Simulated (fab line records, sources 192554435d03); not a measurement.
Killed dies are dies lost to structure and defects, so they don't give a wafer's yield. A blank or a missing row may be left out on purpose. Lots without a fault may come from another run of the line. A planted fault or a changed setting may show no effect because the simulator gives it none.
Chamber matching | flow n5_finfet | N5_BEOL_M3_VIA_ETCH_34 on rie_diel-05: 4 sister chambers
The step etches the open film in C4F6/O2, target depth 69.4 nm, time 65.9 s. 8 wafers are shown with their chamber, then 8 later ones without.

WAFERS WITH THEIR CHAMBER
wafer  | chamber | showerhead_plenum_p_Torr (Torr) | drypump_motor_current_A (A)
L082.1 | 3       | 2.90                            | 5.7
L083.1 | 0       | 2.93                            | 6.1
L083.2 | 3       | 2.90                            | 5.8
L083.3 | 1       | 2.83                            | 6.0
L085.3 | 1       | 2.82                            | 6.1
L085.5 | 0       | 2.92                            | 6.1
L085.6 | 2       | 2.73                            | 5.0
L090.1 | 2       | 2.73                            | 5.0

WAFERS WITHOUT THEIR CHAMBER
wafer  | showerhead_plenum_p_Torr (Torr) | drypump_motor_current_A (A)
L090.3 | 2.82                            | 6.0
L090.6 | 2.82                            | 6.0
L092.2 | 2.89                            | 5.7
L092.3 | 2.92                            | 6.1
L092.6 | 2.89                            | 5.8
L095.2 | 2.89                            | 5.8
L095.4 | 2.82                            | 6.0
L095.5 | 2.72                            | 5.0

WHICH CHAMBER EACH WENT THROUGH
wafer  | from the rows above | in truth
L090.3 | 1                   | 1
L090.6 | 1                   | 1
L092.2 | 3                   | 3
L092.3 | 0                   | 0
L092.6 | 3                   | 3
L095.2 | 3                   | 3
L095.4 | 1                   | 1
L095.5 | 2                   | 2
Placed correctly: 8 of 8. Can't be placed from these rows: 0. Placed wrongly: 0.
How it was worked out, from the rows above alone: a wafer's distance from a chamber is the root of the sum, over the readings, of the square of ((its reading less the chamber's mean) divided by the reading's scatter). The wafer belongs to the nearest chamber; if the next one is less than 2 further off, it can't be placed. A chamber's mean is the mean of its shown wafers. The scatter: the root of (the sum of the squares of (reading less its chamber's mean) over the shown wafers, divided by (wafers less chambers)).
